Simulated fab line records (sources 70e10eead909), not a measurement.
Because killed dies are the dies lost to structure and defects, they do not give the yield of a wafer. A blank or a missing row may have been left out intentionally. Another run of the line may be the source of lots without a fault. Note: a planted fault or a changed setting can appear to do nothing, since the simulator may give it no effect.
A struck lot beside a sound one :: flow nandHarc :: 39 steps out of a route of 1159
Sound: wafers L935.2, L935.3, L935.5. Struck: wafer L947.5 (L947.3, L947.6, from the same lot, were not struck and are left out); the cause is given at the end.
Each step with rows lists, per side, the tool, then ch with its chambers, then its first start. Under that, the readings that differ: sound wafers :: struck wafers :: difference of the means :: sigmas: that difference in standard deviations of wafers without a fault.
alike: readings with means less than 2 such deviations apart, plus words and numbers identical on both sides. not compared: withheld readings, readings lacking a value on some wafer, bounds such as >300 that could conceal the same value, and numbers that have no deviation in the record and whose values overlap.
Wherever a step has rows on one side only, a row that says differs or no value, or a row with sigmas, the two part there. Numbers that have no deviation but don't overlap get no sigmas and don't part them. Lack of a reading on every wafer of one side parts them only where that side has two or more wafers.

first, 9 steps without rows for these wafers: NHARC_P_GATE_SOFTBAKE_21 (time 55 s); NHARC_P_GATE_EBR_22; NHARC_P_GATE_EXPOSE_23 (exposes mask P GATE, target cd 120 nm); NHARC_P_GATE_PEB_24 (peb time 65 s); NHARC_P_GATE_DEVELOP_25 (develop time 35 s); NHARC_P_GATE_DESCUM_31 (chemistry O2, time 3 s); NHARC_P_GATE_ETCH_104 (etches the open film in CF4/CHF3, target depth 60 nm); NHARC_P_GATE_HM_OPEN_105 (chemistry O2/COS, target depth 360 nm); NHARC_P_GATE_STRIP_106 (strips in O2/COS).
NHARC_P_GATE_ETCH_114: etches the open film in CF4/O2, target depth 30 nm, overetch 3 nm, time 16.5 s.
  sound on rieDiel-07 ch 0,2, day 4 15:00; struck on rieDiel-07 ch 0, day 8 01:00
reading: throttleValvePct (%)
sound: 13.405 13.405 13.418
struck: 13.389
difference: -0.020
sigmas: -2
  alike: biasW, drypumpMotorCurrentA, oesProductAu, rfFwdPowerW, rfVppV, showerheadPlenumPTorr
  not compared: rfHoursCounterH
then, 27 steps without rows for these wafers: NHARC_P_GATE_ETCH_32 (etches the open film in HBr/Cl2, target depth 150 nm, time 100.1 s); NHARC_P_GATE_STRIP_108 (strips in O2); NHARC_P_GATE_STRIP_35 (strips in SPM, time 600 s); NHARC_P_GATE_PRECLEAN_73 (cleans in SC1); NHARC_P_GATE_SRD_74; NHARC_P_GATE_ALD_36 (deposits SiNx, target thk 20 nm, pulse time 60 s, ald cycles 223); NHARC_P_GATE_ETCHBACK_37 (etches the open film in CHF3/O2, target depth 34.5 nm, time 17.2 s); NHARC_P_GATE_STRIP_101 (strips in O2, time 20 s); NHARC_P_GATE_PRECLEAN_97 (cleans in SPM, time 600 s); NHARC_P_GATE_SRD_98; NHARC_P_GATE_PRECLEAN_99 (cleans in SC1); NHARC_P_GATE_SRD_100; NHARC_P_GATE_DEHYDRATE_38 (time 120 s); NHARC_P_GATE_HMDS_39 (time 30 s); NHARC_P_GATE_COAT_40; NHARC_P_GATE_SOFTBAKE_41 (time 95 s); NHARC_P_GATE_EBR_42; NHARC_P_GATE_EXPOSE_43 (exposes mask P NSD, target cd 720 nm); NHARC_P_GATE_PEB_44 (peb time 85 s); NHARC_P_GATE_DEVELOP_45 (time 70 s); NHARC_P_GATE_HARDBAKE_47 (time 80 s); NHARC_P_GATE_DESCUM_48 (chemistry O2, time 3 s); NHARC_P_GATE_IMPLANT_49; NHARC_P_GATE_STRIP_111 (strips in N2/H2, time 250 s); NHARC_P_GATE_STRIP_75 (strips in O2); NHARC_P_GATE_STRIP_50 (strips in SPM, time 900 s); NHARC_P_GATE_DEHYDRATE_51 (time 120 s).
NHARC_P_GATE_INSPECT_68:
  struck on defectInspect-01, day 8 20:22; sound on defectInspect-02, day 5 08:51
reading: rawDefectCount
sound: 224 117 132
struck: 838
difference: +680
sigmas: +9
-- the record jumps here: 13 days lie between the struck wafers' starts before and after (it left off in module P_GATE and takes up again in module END, whose first step shown is number 1159 of the route) --
NHARC_END_SORT_01:
  the record has rows for the struck wafers here (prober-02 ch 0, day 22 05:00) and none for the sound ones

== WHERE THEY PART ==
Earliest at NHARC_P_GATE_ETCH_114; latest, in this record, at NHARC_END_SORT_01.

WHY: whatever the simulator had introduced
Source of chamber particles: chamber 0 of rieDiel-07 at NHARC_P_GATE_ETCH_114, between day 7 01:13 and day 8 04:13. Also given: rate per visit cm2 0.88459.
